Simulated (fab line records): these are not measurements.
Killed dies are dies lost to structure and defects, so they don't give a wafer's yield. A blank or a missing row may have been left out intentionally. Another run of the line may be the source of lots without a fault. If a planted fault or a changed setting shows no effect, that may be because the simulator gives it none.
fab line records	flow n5-finfet
[record] lots = 5	wafers = 15	last-day = 17
route steps=1938 shown BEOL_M4@1081
lots untouched by any fault: they come from a run of this same line in which no faults occurred
start-h: start of the lot's first displayed wafer, in hours after the record's first day	wait-h: time in hours since the lot's previous step	" unchanged from the row above	L1.1+2: several wafers, shown together as one row	- no value present, or no start provided	* or withheld: withheld	< > ~ a bound
route shown NAME@n: names a module that has steps shown in the file, with the first one's number in the route	usual: the fault-free wafers' mean and standard deviation	same: alike in all rows	chamber/n: place in a boat	sites: per-site readings	_std_site: the standard deviation of these	_edge_site: inner sites' mean taken away from outer sites' mean	radius-mm: how far each site lies from the wafer's centre	mask NAME#n: copy n	behind: the last tool/chamber to shape the wafer	hold: the reason the lot was held/the length of the hold in hours/how it ended	device: the transistor (n, p or np) that didn't switch	end of line: at the end of the route, the tests of the same wafers	for a step that has no rows: nothing shown but its recipe	killed: at the first sort, the dies lost to defects and structure; wafer yield is something else	map: dies across one wafer; x = killed, . = not, _ = none there
set.NAME: the run value of the setting; set.NAME@STEP: its run value at that earlier step	model.NAME: the simulator's own value behind a step, which no gauge read
lots at selected steps of the route; one table per step, one row per wafer
services: the hour from which a tool's chamber was out of use, counted from the record's first day as start-h (under 0 if before that day), plus the number of hours and why
[[steps]]
[step N5_BEOL_M4_ALD_84]
[recipe] material = TaN	target-thk-a = *	temp-c = 275	ald-precursor-family = PDMAT	ald-co-reactant = NH3	pressure-torr = 3	carrier-flow-sccm = 1500	pulse-time-s = 2	purge-time-s = 3	co-reactant-purge-time-s = 2	co-reactant-pulse-time-s = 3	ald-cycles = 30	precursor-vessel-temp-c = 75	precursor-vessel-pressure-torr = 26.25	precursor-vessel-carrier-sccm = 1000
[usual] heater-power-w = 441/49	precursor-vessel-pressure-torr = 26.26/0.05
[same] co-reactant-purge-time-s = 2
lot.wafer	tool	chamber	start-h	wait-h	heater-power-w	precursor-vessel-pressure-torr	since-wet-clean-h
L075.1	ald-metal-01	0	181.41	0.1	512	26.28	1383
L075.3	"	1	"	"	512	26.25	1383
L075.5	"	2	"	"	408	26.27	-
L078.1	ald-metal-01	2	206.21	0.0	411	26.25	1408
L078.3	"	0	"	"	506	26.29	1408
L078.4	"	1	"	"	516	26.22	1408
L079.1	ald-metal-01	1	210.74	0.1	510	26.21	1412
L079.2	"	2	"	"	414	26.28	1412
L079.6	"	3	"	"	404	26.24	-
L081.1	ald-metal-03	2	220.14	0.0	388	26.28	4498
L081.3	"	0	"	"	378	26.27	4498
L081.6	"	3	"	"	459	26.27	-
L094.2	ald-metal-01	3	300.05	0.2	413	26.18	1501
L094.3	"	0	"	"	510	26.28	1501
L094.4	"	2	"	"	409	26.26	1501
[step N5_BEOL_M4_SURFACE_TREAT_85]
[recipe] gas = Ar	time-s = *	ion-energy-ev = *	ion-current-ma-cm2 = 0.5	pressure-mtorr = *	ar-flow-sccm = 30
[usual] ar-flow-sccm = 30.01/0.098	throttle-valve-pct = *
lot.wafer	tool	chamber	start-h	wait-h	ar-flow-sccm	throttle-valve-pct
L075.1	pvd-sputter-02	-	181.68	0.2	30.10	*
L075.3	"	-	"	"	29.99	*
L075.5	"	-	"	"	29.92	*
L078.1	pvd-sputter-03	-	206.48	0.2	29.94	*
L078.3	"	-	"	"	30.07	*
L078.4	"	-	"	"	30.07	*
L079.1	pvd-sputter-02	-	210.99	0.2	29.89	*
L079.2	"	-	"	"	30.11	*
L079.6	"	-	"	"	30.06	*
L081.1	pvd-sputter-03	-	220.44	0.2	29.91	*
L081.3	"	-	"	"	29.92	*
L081.6	"	-	"	"	29.95	*
L094.2	pvd-sputter-03	-	300.33	0.2	29.94	*
L094.3	"	-	"	"	29.98	*
L094.4	"	-	"	"	29.89	*
[step N5_BEOL_M4_CVD_47]
[recipe] material = Co	target-thk-a = 30	temp-c = withheld	precursor = CCTBA/H2	pressure-torr = 30	time-s = 223.8
lot.wafer	tool	chamber	start-h	wait-h	since-wet-clean-h
L075.1	cvd-co-02	0	181.74	0.0	942
L075.3	"	1	"	"	43
L075.5	"	1	"	"	-
L078.1	cvd-co-01	1	206.57	0.1	1185
L078.3	"	0	"	"	748
L078.4	"	2	"	"	-
L079.1	cvd-co-02	0	211.22	0.2	971
L079.2	"	2	"	"	512
L079.6	"	0	"	"	-
L081.1	cvd-co-01	1	220.55	0.1	1199
L081.3	"	0	"	"	762
L081.6	"	1	"	"	-
L094.2	cvd-co-02	0	300.44	0.1	1060
L094.3	"	2	"	"	601
L094.4	"	1	"	"	-
[step N5_BEOL_M4_SPUTTER_48]
[recipe] material = Cu	target-thk-a = 45	temp-c = -20	chamber-pressure-pa = 0.07	power-w = withheld	time-s = 8.29
[usual] throttle-valve-pct = 29.6/1.2
lot.wafer	tool	chamber	start-h	wait-h	throttle-valve-pct
L075.1	pvd-sputter-02	-	181.90	0.1	28.1
L075.3	"	-	"	"	29.1
L075.5	"	-	"	"	31.2
L078.1	pvd-sputter-03	-	206.82	0.2	30.2
L078.3	"	-	"	"	30.1
L078.4	"	-	"	"	28.0
L079.1	pvd-sputter-02	-	211.45	0.2	28.1
L079.2	"	-	"	"	30.8
L079.6	"	-	"	"	30.8
L081.1	pvd-sputter-02	-	220.71	0.1	28.2
L081.3	"	-	"	"	31.1
L081.6	"	-	"	"	31.2
L094.2	pvd-sputter-02	-	301.11	0.6	29.0
L094.3	"	-	"	"	28.0
L094.4	"	-	"	"	31.2
[step N5_BEOL_M4_ANNEAL_49]
[recipe] temp-c = 400	time-s = 240	ambient = vacuum
[usual] heater-power-w = 848/100
lot.wafer	tool	chamber	start-h	wait-h	heater-power-w
L075.1	pvd-sputter-02	-	181.98	0.0	1068
L075.3	"	-	"	"	673
L075.5	"	-	"	"	918
L078.1	pvd-sputter-03	-	206.90	0.0	869
L078.3	"	-	"	"	885
L078.4	"	-	"	"	727
L079.1	pvd-sputter-02	-	211.53	0.0	1034
L079.2	"	-	"	"	780
L079.6	"	-	"	"	811
L081.1	pvd-sputter-02	-	220.79	0.0	1068
L081.3	"	-	"	"	898
L081.6	"	-	"	"	894
L094.2	pvd-sputter-02	-	301.19	0.0	703
L094.3	"	-	"	"	1032
L094.4	"	-	"	"	903
[step N5_BEOL_M4_SPUTTER_79]
[recipe] material = Cu	target-thk-a = 45	temp-c = -20	chamber-pressure-pa = 0.07	power-w = withheld	time-s = 8.29
[usual] throttle-valve-pct = 29.6/1.2
lot.wafer	tool	chamber	start-h	wait-h	throttle-valve-pct
L075.1	pvd-sputter-02	-	182.12	0.1	28.2
L075.3	"	-	"	"	29.1
L075.5	"	-	"	"	31.2
L078.1	pvd-sputter-03	-	207.04	0.1	30.4
L078.3	"	-	"	"	30.2
L078.4	"	-	"	"	27.9
L079.1	pvd-sputter-02	-	211.67	0.1	28.0
L079.2	"	-	"	"	31.0
L079.6	"	-	"	"	30.9
L081.1	pvd-sputter-02	-	220.93	0.1	28.2
L081.3	"	-	"	"	31.3
L081.6	"	-	"	"	31.1
L094.2	pvd-sputter-02	-	301.33	0.1	29.1
L094.3	"	-	"	"	28.4
L094.4	"	-	"	"	31.4
[step N5_BEOL_M4_ANNEAL_80]
[recipe] temp-c = 400	time-s = 240	ambient = vacuum
[usual] heater-power-w = 849/100
lot.wafer	tool	chamber	start-h	wait-h	heater-power-w
L075.1	pvd-sputter-02	-	182.20	0.0	1040
L075.3	"	-	"	"	703
L075.5	"	-	"	"	922
L078.1	pvd-sputter-03	-	207.12	0.0	931
L078.3	"	-	"	"	890
L078.4	"	-	"	"	732
L079.1	pvd-sputter-02	-	211.75	0.0	1068
L079.2	"	-	"	"	784
L079.6	"	-	"	"	817
L081.1	pvd-sputter-02	-	221.01	0.0	1059
L081.3	"	-	"	"	922
L081.6	"	-	"	"	914
L094.2	pvd-sputter-02	-	301.41	0.0	706
L094.3	"	-	"	"	1066
L094.4	"	-	"	"	902
[step N5_BEOL_M4_SPUTTER_81]
[recipe] material = Cu	target-thk-a = 45	temp-c = -20	chamber-pressure-pa = 0.07	power-w = withheld	time-s = 8.29
[usual] throttle-valve-pct = 29.7/1.2
lot.wafer	tool	chamber	start-h	wait-h	throttle-valve-pct
L075.1	pvd-sputter-02	-	182.34	0.1	28.0
L075.3	"	-	"	"	29.2
L075.5	"	-	"	"	31.2
L078.1	pvd-sputter-03	-	207.26	0.1	30.3
L078.3	"	-	"	"	30.1
L078.4	"	-	"	"	28.0
L079.1	pvd-sputter-02	-	211.89	0.1	28.2
L079.2	"	-	"	"	30.9
L079.6	"	-	"	"	31.2
L081.1	pvd-sputter-02	-	221.15	0.1	28.1
L081.3	"	-	"	"	31.2
L081.6	"	-	"	"	31.3
L094.2	pvd-sputter-02	-	301.55	0.1	29.3
L094.3	"	-	"	"	27.9
L094.4	"	-	"	"	31.6
[step N5_BEOL_M4_ANNEAL_82]
[recipe] temp-c = 400	time-s = 240	ambient = vacuum
[usual] heater-power-w = 850/98
lot.wafer	tool	chamber	start-h	wait-h	heater-power-w
L075.1	pvd-sputter-02	-	182.42	0.0	1067
L075.3	"	-	"	"	707
L075.5	"	-	"	"	915
L078.1	pvd-sputter-03	-	207.34	0.0	866
L078.3	"	-	"	"	889
L078.4	"	-	"	"	743
L079.1	pvd-sputter-02	-	211.97	0.0	1087
L079.2	"	-	"	"	767
L079.6	"	-	"	"	785
L081.1	pvd-sputter-02	-	221.23	0.0	1087
L081.3	"	-	"	"	919
L081.6	"	-	"	"	936
L094.2	pvd-sputter-02	-	301.63	0.0	713
L094.3	"	-	"	"	1055
L094.4	"	-	"	"	917
[step N5_BEOL_M4_SPUTTER_86]
[recipe] material = Cu	target-thk-a = 45	temp-c = -20	chamber-pressure-pa = 0.07	power-w = withheld	time-s = 8.29
[usual] throttle-valve-pct = 29.7/1.2
lot.wafer	tool	chamber	start-h	wait-h	throttle-valve-pct
L075.1	pvd-sputter-02	-	182.56	0.1	28.1
L075.3	"	-	"	"	29.1
L075.5	"	-	"	"	31.5
L078.1	pvd-sputter-03	-	207.48	0.1	30.1
L078.3	"	-	"	"	30.3
L078.4	"	-	"	"	28.1
L079.1	pvd-sputter-02	-	212.11	0.1	28.0
L079.2	"	-	"	"	31.1
L079.6	"	-	"	"	31.1
L081.1	pvd-sputter-02	-	221.37	0.1	28.2
L081.3	"	-	"	"	31.4
L081.6	"	-	"	"	31.6
L094.2	pvd-sputter-02	-	301.77	0.1	29.0
L094.3	"	-	"	"	28.0
L094.4	"	-	"	"	31.4
[step N5_BEOL_M4_ANNEAL_87]
[recipe] temp-c = 400	time-s = 240	ambient = vacuum
[usual] heater-power-w = 851/99
lot.wafer	tool	chamber	start-h	wait-h	heater-power-w
L075.1	pvd-sputter-02	-	182.64	0.0	1063
L075.3	"	-	"	"	695
L075.5	"	-	"	"	921
L078.1	pvd-sputter-03	-	207.56	0.0	879
L078.3	"	-	"	"	895
L078.4	"	-	"	"	738
L079.1	pvd-sputter-02	-	212.19	0.0	1080
L079.2	"	-	"	"	780
L079.6	"	-	"	"	804
L081.1	pvd-sputter-02	-	221.45	0.0	1059
L081.3	"	-	"	"	932
L081.6	"	-	"	"	903
L094.2	pvd-sputter-02	-	301.85	0.0	694
L094.3	"	-	"	"	1069
L094.4	"	-	"	"	910
[step N5_BEOL_M4_SPUTTER_88]
[recipe] material = Cu	target-thk-a = 45	temp-c = -20	chamber-pressure-pa = 0.07	power-w = withheld	time-s = 8.29
[usual] throttle-valve-pct = 29.7/1.2
lot.wafer	tool	chamber	start-h	wait-h	throttle-valve-pct
L075.1	pvd-sputter-02	-	182.78	0.1	28.1
L075.3	"	-	"	"	29.2
L075.5	"	-	"	"	31.4
L078.1	pvd-sputter-03	-	207.70	0.1	30.3
L078.3	"	-	"	"	30.6
L078.4	"	-	"	"	27.9
L079.1	pvd-sputter-02	-	212.33	0.1	27.9
L079.2	"	-	"	"	30.9
L079.6	"	-	"	"	31.2
L081.1	pvd-sputter-02	-	221.59	0.1	28.2
L081.3	"	-	"	"	31.1
L081.6	"	-	"	"	31.3
L094.2	pvd-sputter-02	-	301.99	0.1	29.2
L094.3	"	-	"	"	28.2
L094.4	"	-	"	"	31.3
[step N5_BEOL_M4_ANNEAL_89]
[recipe] temp-c = 400	time-s = 240	ambient = vacuum
[usual] heater-power-w = 848/100
lot.wafer	tool	chamber	start-h	wait-h	heater-power-w
L075.1	pvd-sputter-02	-	182.86	0.0	1020
L075.3	"	-	"	"	694
L075.5	"	-	"	"	921
L078.1	pvd-sputter-03	-	207.78	0.0	880
L078.3	"	-	"	"	888
L078.4	"	-	"	"	726
L079.1	pvd-sputter-02	-	212.41	0.0	1066
L079.2	"	-	"	"	785
L079.6	"	-	"	"	797
L081.1	pvd-sputter-02	-	221.67	0.0	1051
L081.3	"	-	"	"	929
L081.6	"	-	"	"	933
L094.2	pvd-sputter-02	-	302.07	0.0	721
L094.3	"	-	"	"	1054
L094.4	"	-	"	"	902
[step N5_BEOL_M4_SPUTTER_90]
[recipe] material = Cu	target-thk-a = 45	temp-c = -20	chamber-pressure-pa = 0.07	power-w = withheld	time-s = 8.29
[usual] throttle-valve-pct = 29.7/1.3
lot.wafer	tool	chamber	start-h	wait-h	throttle-valve-pct
L075.1	pvd-sputter-02	-	183.00	0.1	28.1
L075.3	"	-	"	"	28.8
L075.5	"	-	"	"	31.4
L078.1	pvd-sputter-03	-	207.92	0.1	30.0
L078.3	"	-	"	"	30.3
L078.4	"	-	"	"	28.2
L079.1	pvd-sputter-02	-	212.55	0.1	28.2
L079.2	"	-	"	"	30.7
L079.6	"	-	"	"	30.6
L081.1	pvd-sputter-02	-	221.81	0.1	28.1
L081.3	"	-	"	"	31.4
L081.6	"	-	"	"	31.3
L094.2	pvd-sputter-02	-	302.21	0.1	29.0
L094.3	"	-	"	"	28.1
L094.4	"	-	"	"	31.1
[step N5_BEOL_M4_ANNEAL_91]
[recipe] temp-c = 400	time-s = 240	ambient = vacuum
[usual] heater-power-w = 850/100
lot.wafer	tool	chamber	start-h	wait-h	heater-power-w
L075.1	pvd-sputter-02	-	183.08	0.0	1064
L075.3	"	-	"	"	687
L075.5	"	-	"	"	928
L078.1	pvd-sputter-03	-	208.00	0.0	888
L078.3	"	-	"	"	900
L078.4	"	-	"	"	721
L079.1	pvd-sputter-02	-	212.63	0.0	1089
L079.2	"	-	"	"	772
L079.6	"	-	"	"	785
L081.1	pvd-sputter-02	-	221.89	0.0	1066
L081.3	"	-	"	"	925
L081.6	"	-	"	"	927
L094.2	pvd-sputter-02	-	302.29	0.0	694
L094.3	"	-	"	"	1060
L094.4	"	-	"	"	918
[step N5_BEOL_M4_SPUTTER_92]
[recipe] material = Cu	target-thk-a = 45	temp-c = -20	chamber-pressure-pa = 0.07	power-w = withheld	time-s = 8.29
[usual] throttle-valve-pct = 29.7/1.3
lot.wafer	tool	chamber	start-h	wait-h	throttle-valve-pct
L075.1	pvd-sputter-02	-	183.22	0.1	28.2
L075.3	"	-	"	"	28.9
L075.5	"	-	"	"	31.3
L078.1	pvd-sputter-03	-	208.14	0.1	29.9
L078.3	"	-	"	"	30.6
L078.4	"	-	"	"	28.0
L079.1	pvd-sputter-02	-	212.77	0.1	28.5
L079.2	"	-	"	"	30.9
L079.6	"	-	"	"	31.3
L081.1	pvd-sputter-02	-	222.03	0.1	28.4
L081.3	"	-	"	"	31.4
L081.6	"	-	"	"	31.6
L094.2	pvd-sputter-02	-	302.43	0.1	29.0
L094.3	"	-	"	"	28.1
L094.4	"	-	"	"	31.4
[step N5_BEOL_M4_ANNEAL_93]
[recipe] temp-c = 400	time-s = 240	ambient = vacuum
[usual] heater-power-w = 850/100
lot.wafer	tool	chamber	start-h	wait-h	heater-power-w
L075.1	pvd-sputter-02	-	183.30	0.0	1080
L075.3	"	-	"	"	716
L075.5	"	-	"	"	918
L078.1	pvd-sputter-03	-	208.22	0.0	871
L078.3	"	-	"	"	864
L078.4	"	-	"	"	723
L079.1	pvd-sputter-02	-	212.85	0.0	1072
L079.2	"	-	"	"	806
L079.6	"	-	"	"	802
L081.1	pvd-sputter-02	-	222.11	0.0	1070
L081.3	"	-	"	"	926
L081.6	"	-	"	"	892
L094.2	pvd-sputter-02	-	302.51	0.0	710
L094.3	"	-	"	"	1092
L094.4	"	-	"	"	916
[step N5_BEOL_M4_SPUTTER_94]
[recipe] material = Cu	target-thk-a = 45	temp-c = -20	chamber-pressure-pa = 0.07	power-w = withheld	time-s = 8.29
[usual] throttle-valve-pct = 29.7/1.2
lot.wafer	tool	chamber	start-h	wait-h	throttle-valve-pct
L075.1	pvd-sputter-02	-	183.44	0.1	28.0
L075.3	"	-	"	"	29.0
L075.5	"	-	"	"	31.3
L078.1	pvd-sputter-03	-	208.36	0.1	30.2
L078.3	"	-	"	"	30.4
L078.4	"	-	"	"	27.8
L079.1	pvd-sputter-02	-	212.99	0.1	28.1
L079.2	"	-	"	"	31.2
L079.6	"	-	"	"	31.2
L081.1	pvd-sputter-02	-	222.25	0.1	28.0
L081.3	"	-	"	"	31.3
L081.6	"	-	"	"	31.2
L094.2	pvd-sputter-02	-	302.65	0.1	29.2
L094.3	"	-	"	"	28.1
L094.4	"	-	"	"	31.5
[step N5_BEOL_M4_ANNEAL_95]
[recipe] temp-c = 400	time-s = 240	ambient = vacuum
[usual] heater-power-w = 850/100
lot.wafer	tool	chamber	start-h	wait-h	heater-power-w
L075.1	pvd-sputter-02	-	183.52	0.0	1049
L075.3	"	-	"	"	710
L075.5	"	-	"	"	913
L078.1	pvd-sputter-03	-	208.44	0.0	885
L078.3	"	-	"	"	881
L078.4	"	-	"	"	731
L079.1	pvd-sputter-02	-	213.07	0.0	1059
L079.2	"	-	"	"	780
L079.6	"	-	"	"	801
L081.1	pvd-sputter-02	-	222.33	0.0	1065
L081.3	"	-	"	"	945
L081.6	"	-	"	"	937
L094.2	pvd-sputter-02	-	302.73	0.0	699
L094.3	"	-	"	"	1084
L094.4	"	-	"	"	922
[step N5_BEOL_M4_SPUTTER_96]
[recipe] material = Cu	target-thk-a = 45	temp-c = -20	chamber-pressure-pa = 0.07	power-w = withheld	time-s = 8.29
[usual] throttle-valve-pct = 29.6/1.2
lot.wafer	tool	chamber	start-h	wait-h	throttle-valve-pct
L075.1	pvd-sputter-02	-	183.66	0.1	28.1
L075.3	"	-	"	"	29.2
L075.5	"	-	"	"	31.4
L078.1	pvd-sputter-03	-	208.58	0.1	30.1
L078.3	"	-	"	"	30.3
L078.4	"	-	"	"	27.8
L079.1	pvd-sputter-02	-	213.21	0.1	28.1
L079.2	"	-	"	"	30.9
L079.6	"	-	"	"	30.5
L081.1	pvd-sputter-02	-	222.47	0.1	28.4
L081.3	"	-	"	"	31.4
L081.6	"	-	"	"	31.2
L094.2	pvd-sputter-02	-	302.87	0.1	29.0
L094.3	"	-	"	"	27.9
L094.4	"	-	"	"	31.2
[step N5_BEOL_M4_ECD_50]
[recipe] material = Cu	target-thk-a = 3000
lot.wafer	tool	chamber	start-h	wait-h
L075.1+3+5	ecd-cu-01	1	183.77	0.1
L078.1+3+4	ecd-cu-01	0,1,0	208.69	0.1
L079.1+2+6	ecd-cu-01	0,1,1	213.33	0.1
L081.1+3+6	ecd-cu-02	0,1,0	222.58	0.1
L094.2+3+4	ecd-cu-02	0,1,0	302.98	0.1
[step N5_BEOL_M4_ANNEAL_51]
[recipe] temp-c = 225	time-s = 90	ambient = N2
[usual] anneal-temp-c = 225.01/0.17	wafer_temp_C_max = 225.77/0.21
lot.wafer	tool	chamber	start-h	wait-h	anneal-temp-c	wafer_temp_C_max
L075.1	rtp-anneal-01	0	184.07	0.3	224.98	225.64
L075.3	"	0	"	"	224.77	225.62
L075.5	"	0	"	"	225.00	225.46
L078.1	rtp-anneal-01	0	208.77	0.1	225.13	225.74
L078.3	"	0	"	"	224.80	225.76
L078.4	"	0	"	"	224.93	225.72
L079.1	rtp-anneal-01	0	213.41	0.1	224.98	226.16
L079.2	"	0	"	"	225.11	225.83
L079.6	"	0	"	"	225.12	225.72
L081.1	rtp-anneal-01	0	222.66	0.1	225.34	225.80
L081.3	"	0	"	"	225.21	225.89
L081.6	"	0	"	"	225.28	225.80
L094.2	rtp-anneal-01	0	303.11	0.1	224.96	225.84
L094.3	"	0	"	"	224.96	225.77
L094.4	"	0	"	"	225.15	225.89
[step N5_BEOL_M4_CMP_52]
[recipe] stop-on = SiOC	t-overpolish-s = 6.8	down-force-psi = 1	platen-rpm = 50	clearing-platen-down-force-psi = 1.5	clearing-platen-rpm = 50	post-cmp-clean = cu-alkaline	target-thk-nm = 40	clearing-platen-pad-velocity-m-s = 0.99484	pad-velocity-m-s = 0.99484
[usual] barrier-field-endpoint-s = 24.7/0.75	motor-current-A = 6.1/1	overpolish-run-s = 6.800/0.0088	platen-rpm = 50.00/0.033	time-to-endpoint-s = 62/3.2
lot.wafer	tool	chamber	start-h	wait-h	barrier-field-endpoint-s	motor-current-A	overpolish-run-s	platen-rpm	time-to-endpoint-s
L075.3	cmp-03	2	184.65	0.3	24.3	4.4	6.801	49.99	62
L075.1	"	3	"	"	23.0	6.4	6.787	49.98	57
L075.5	"	2	"	"	23.7	4.9	6.800	49.99	61
L078.4	cmp-04	0	209.36	0.4	24.7	5.4	6.792	49.99	59
L078.1	"	2	"	"	25.9	5.1	6.804	49.97	66
L078.3	"	3	"	"	25.6	6.2	6.803	49.96	64
L079.1	cmp-03	2	213.70	0.3	24.7	4.5	6.790	49.97	63
L079.2	"	3	"	"	23.7	6.8	6.800	50.04	57
L079.6	"	3	"	"	23.3	6.2	6.810	49.98	55
L081.1	cmp-03	3	222.96	0.3	23.4	6.3	6.793	49.98	58
L081.3	"	0	"	"	23.9	5.1	6.789	49.98	59
L081.6	"	0	"	"	24.7	5.4	6.792	49.98	60
L094.2	cmp-03	3	303.37	0.2	23.2	6.2	6.793	50.02	59
L094.4	"	0	"	"	24.0	5.7	6.786	50.04	61
L094.3	"	2	"	"	24.6	4.3	6.787	49.98	62
[step N5_BEOL_M4_THK_MEAS_53]
[recipe] thk-meas-gauge = xrf	reads = Cu_of_BEOL_M4_ECD_50
[usual] M4_THK = 39.9/1.6
lot.wafer	tool	chamber	start-h	wait-h	M4_THK[nm]
L075.1	film-metro-01	-	184.94	-	35.5
L075.3	"	-	"	"	39.6
L075.5	"	-	"	"	40.7
L078.1	film-metro-01	-	209.66	-	39.5
L078.3	"	-	"	"	39.5
L078.4	"	-	"	"	37.9
L079.1	film-metro-01	-	214.00	-	40.3
L079.2	"	-	"	"	38.9
L079.6	"	-	"	"	37.9
L081.1	film-metro-01	-	223.25	-	39.4
L081.3	"	-	"	"	39.4
L081.6	"	-	"	"	40.7
L094.2	film-metro-02	-	303.67	-	40.4
L094.3	"	-	"	"	40.6
L094.4	"	-	"	"	38.9
[step N5_BEOL_M4_PRE_CLEAN_60]
[recipe] gas = NH3/H2	time-s = 15	temp-c = *	rf-power-w = 300
[usual] heater-power-w = 84/16
lot.wafer	tool	chamber	start-h	wait-h	heater-power-w	since-wet-clean-h
L075.1	cvd-co-01	0	184.98	0.0	75	726
L075.3	"	2	"	"	71	267
L075.5	"	0	"	"	75	-
L078.1	cvd-co-02	1	209.69	0.0	101	71
L078.3	"	0	"	"	110	970
L078.4	"	1	"	"	101	-
L079.1	cvd-co-02	0	214.03	0.0	115	974
L079.2	"	1	"	"	99	75
L079.6	"	1	"	"	100	-
L081.1	cvd-co-01	1	223.29	0.0	80	1202
L081.3	"	2	"	"	71	305
L081.6	"	2	"	"	72	-
L094.2	cvd-co-02	0	303.70	0.0	114	1064
L094.3	"	2	"	"	65	604
L094.4	"	2	"	"	65	-
[step N5_BEOL_M4_CO_CAP_55]
[recipe] material = Co	target-thk-a = 20	temp-c = 200	precursor = CCTBA/H2	pressure-torr = 30	time-s = 102.1
[usual] heater-power-w = 234/20
lot.wafer	tool	chamber	start-h	wait-h	heater-power-w	since-wet-clean-h
L075.1	cvd-co-01	0	185.02	0.0	225	726
L075.3	"	2	"	"	225	267
L075.5	"	0	"	"	213	-
L078.1	cvd-co-02	1	209.73	0.0	248	71
L078.3	"	0	"	"	264	970
L078.4	"	1	"	"	251	-
L079.1	cvd-co-02	0	214.07	0.0	269	974
L079.2	"	1	"	"	254	75
L079.6	"	1	"	"	257	-
L081.1	cvd-co-01	1	223.33	0.0	234	1202
L081.3	"	2	"	"	222	305
L081.6	"	2	"	"	220	-
L094.2	cvd-co-02	0	303.74	0.0	268	1064
L094.3	"	2	"	"	212	604
L094.4	"	2	"	"	214	-
[step N5_BEOL_M4_PRE_CLEAN_56]
[recipe] gas = NH3	time-s = 15	temp-c = withheld	rf-power-w = 300
lot.wafer	tool	chamber	start-h	wait-h	since-wet-clean-h
L075.1	pecvd-03	0	185.11	0.1	1251
L075.3	"	2	"	"	497
L075.5	"	2	"	"	-
L078.1	pecvd-04	2	209.82	0.1	332
L078.3	"	1	"	"	1820
L078.4	"	0	"	"	-
L079.1	pecvd-02	2	214.17	0.1	164
L079.2	"	0	"	"	918
L079.6	"	0	"	"	-
L081.1	pecvd-03	2	223.42	0.1	536
L081.3	"	1	"	"	2015
L081.6	"	1	"	"	-
L094.2	pecvd-02	2	303.84	0.1	254
L094.3	"	1	"	"	1733
L094.4	"	0	"	"	-
[step N5_BEOL_M4_DEP_57]
[recipe] material = SiCN	target-thk-a = 80	temp-c = withheld	precursor = 3MS/NH3	pressure-torr = 3	rf-w = 202	time-s = 14
[usual] showerhead-plenum-p-Torr = 3.668/0.0091	throttle-valve-pct = 8.8/0.41
lot.wafer	tool	chamber	start-h	wait-h	showerhead-plenum-p-Torr	since-wet-clean-h	throttle-valve-pct
L075.1	pecvd-03	0	185.14	0.0	3.672	1252	8.5
L075.3	"	2	"	"	3.688	498	8.4
L075.5	"	2	"	"	3.686	-	8.7
L078.1	pecvd-04	2	209.85	0.0	3.660	332	8.8
L078.3	"	1	"	"	3.672	1820	9.1
L078.4	"	0	"	"	3.649	-	9.1
L079.1	pecvd-02	2	214.19	0.0	3.670	164	8.5
L079.2	"	0	"	"	3.658	918	8.9
L079.6	"	0	"	"	3.665	-	8.9
L081.1	pecvd-03	2	223.45	0.0	3.677	536	8.3
L081.3	"	1	"	"	3.667	2015	9.1
L081.6	"	1	"	"	3.666	-	9.6
L094.2	pecvd-02	2	303.86	0.0	3.668	254	8.3
L094.3	"	1	"	"	3.669	1733	9.2
L094.4	"	0	"	"	3.674	-	9.0
[step N5_BEOL_M4_RS_MEAS_58]
[recipe] thk-meas-gauge = four-point-probe	reads = Co_of_BEOL_M4_CO_CAP_55+Cu_of_BEOL_M4_ECD_50+Co_of_BEOL_M4_CVD_47+TaN_of_BEOL_M4_ALD_84
[usual] M4_RS = 0.69/0.032
lot.wafer	tool	chamber	start-h	wait-h	M4_RS[ohm/sq]
L075.1	film-metro-01	-	185.20	0.0	0.79
L075.3	"	-	"	"	0.69
L075.5	"	-	"	"	0.67
L078.1	film-metro-02	-	209.92	0.0	0.69
L078.3	"	-	"	"	0.69
L078.4	"	-	"	"	0.72
L079.1	film-metro-02	-	214.26	0.0	0.67
L079.2	"	-	"	"	0.71
L079.6	"	-	"	"	0.73
L081.1	film-metro-01	-	223.51	0.0	0.69
L081.3	"	-	"	"	0.69
L081.6	"	-	"	"	0.66
L094.2	film-metro-02	-	303.93	0.1	0.67
L094.3	"	-	"	"	0.67
L094.4	"	-	"	"	0.71
[step N5_BEOL_M4_INSPECT_59]
[recipe] inspect-instrument = darkfield	mode = post-dep
[usual] raw-defect-count = 68/24
lot.wafer	tool	chamber	start-h	wait-h	raw-defect-count
L075.1	defect-inspect-02	-	185.23	0.0	144
L075.3	"	-	"	"	119
L075.5	"	-	"	"	118
L078.1	defect-inspect-02	-	209.94	0.0	54
L078.3	"	-	"	"	70
L078.4	"	-	"	"	53
L079.1	defect-inspect-01	-	214.28	0.0	43
L079.2	"	-	"	"	48
L079.6	"	-	"	"	60
L081.1	defect-inspect-02	-	223.54	0.0	36
L081.3	"	-	"	"	39
L081.6	"	-	"	"	32
L094.2	defect-inspect-01	-	303.95	0.0	49
L094.3	"	-	"	"	78
L094.4	"	-	"	"	63
[[services]]
tool	chamber	start-h	hours	kind
pvd-sputter-03	-	164.10	7.1	repair
pecvd-02	0	167.87	5.5	scheduled-down
cvd-co-01	2	169.77	3.3	repair
ald-metal-01	-	183.99	0.9	repair
ald-metal-03	-	187.71	1.8	repair
cmp-03	-	189.88	1.2	repair
pecvd-04	-	195.44	5.5	pm
cmp-04	-	197.34	4.2	repair
cmp-03	-	199.47	10.9	pm
pecvd-02	-	214.93	1.0	repair
cvd-co-02	-	216.98	2.8	pm
cmp-03	-	217.35	4.0	repair
cmp-03	-	227.05	4.2	repair
rtp-anneal-01	-	243.40	3.5	pm
pecvd-03	2	248.24	-	calibration
ald-metal-03	1	258.07	3.2	repair
ald-metal-01	-	269.73	8.7	pm
pecvd-03	0	272.97	3.5	repair
ald-metal-03	-	274.25	28.1	pm
pvd-sputter-02	-	288.76	8.9	repair
cmp-04	-	289.99	2.2	pm
cvd-co-02	0	291.54	3.8	repair
cmp-04	-	295.23	1.3	repair
cmp-03	-	297.84	1.4	repair
[[key]]
fault none
